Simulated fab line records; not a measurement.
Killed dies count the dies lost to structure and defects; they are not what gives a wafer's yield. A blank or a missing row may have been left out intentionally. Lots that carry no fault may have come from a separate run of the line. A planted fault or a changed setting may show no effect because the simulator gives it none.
Matching of chambers ; flow n5-finfet ; 4 sister chambers for N5_BEOL_M0_SAQP_CUT_ETCH_46 on rie-diel-03
The step etches SOC in N2/H2, target depth 135 nm, overetch 27 nm, time 202.5 s. 8 wafers are shown with their chamber, then 8 later ones without.

## EACH WAFER AND ITS CHAMBER
wafer;chamber;throttle-valve-pct (%);drypump-motor-current-A (A)
L080.6;2;17.73;6.04
L081.1;3;18.08;5.70
L081.4;1;17.91;6.03
L081.6;2;17.74;6.06
L088.1;0;17.56;6.41
L088.3;1;17.94;5.97
L088.4;3;18.10;5.71
L093.1;0;17.58;6.42

## WAFERS WITHOUT THEIR CHAMBER
wafer;throttle-valve-pct (%);drypump-motor-current-A (A)
L093.2;17.95;5.93
L093.5;17.77;6.05
L095.4;17.59;6.43
L095.5;18.12;5.71
L095.6;17.59;6.42
L096.3;17.58;6.43
L096.5;17.77;6.06
L096.6;18.12;5.71

## THE CHAMBER EACH PASSED THROUGH
wafer;from the rows above;in truth
L093.2;1;1
L093.5;2;2
L095.4;0;0
L095.5;3;3
L095.6;0;0
L096.3;0;0
L096.5;2;2
L096.6;3;3
Placed correctly: 8 of 8. Number that these rows cannot place: 0. Placed wrongly: 0.
How it was worked out, from the rows above alone: a wafer's distance from a chamber is the root of the sum, over the readings, of the square of ((its reading less the chamber's mean) divided by the reading's scatter). The wafer belongs to the nearest chamber; if the next one is less than 2 further off, it can't be placed. For every chamber, the mean is computed from those of its wafers that are shown. How the scatter is found: for the shown wafers, subtract from each reading the mean of its chamber, square and add these, divide the total by (wafers less chambers), then take the root.
